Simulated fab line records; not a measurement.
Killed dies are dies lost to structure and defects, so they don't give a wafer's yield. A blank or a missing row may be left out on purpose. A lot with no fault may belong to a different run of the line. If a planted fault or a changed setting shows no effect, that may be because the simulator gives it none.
Chamber matching    flow n5 finfet    ald metal-03 running N5_BEOL_M0_ALD_136: 4 sister chambers
The step deposits TaN, pulse time 2 s, purge time 3 s, co reactant purge time 2 s. 4 wafers are shown with their chamber, then 7 later ones without.

== WAFERS PAIRED WITH THEIR CHAMBERS ==
wafer   chamber  heater power w (W)
L082.4  3        491
L087.6  2        457
L088.3  1        375
L088.5  0        391

== WAFERS MISSING THEIR CHAMBER ==
wafer   heater power w (W)
L088.6  389
L090.3  493
L090.5  388
L090.6  480
L097.1  453
L097.3  498
L097.5  384

== THE CHAMBER EACH PASSED THROUGH ==
wafer    from the rows above       in truth
L088.6   0                         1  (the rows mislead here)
L090.3   3                         3
L090.5   can't be placed: 0 or 1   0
L090.6   3                         3
L097.1   2                         2
L097.3   3                         3
L097.5   can't be placed: 0 or 1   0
Correct placement for 4 of the 7. Can't be placed from these rows: 2 (the true chamber is among the candidates in 2). Placed wrongly: 1.
How it was worked out, from the rows above alone: a wafer's distance from a chamber is the root of the sum, over the readings, of the square of ((its reading less the chamber's mean) divided by the reading's scatter). If the next closest chamber is less than 2 further off than the closest, the wafer can't be placed; otherwise it belongs to the closest. The mean given for a chamber averages the wafers shown for that chamber. The scatter: with one shown wafer a chamber, the root of the mean of the squares of how far each hidden wafer lies from its nearest shown one.
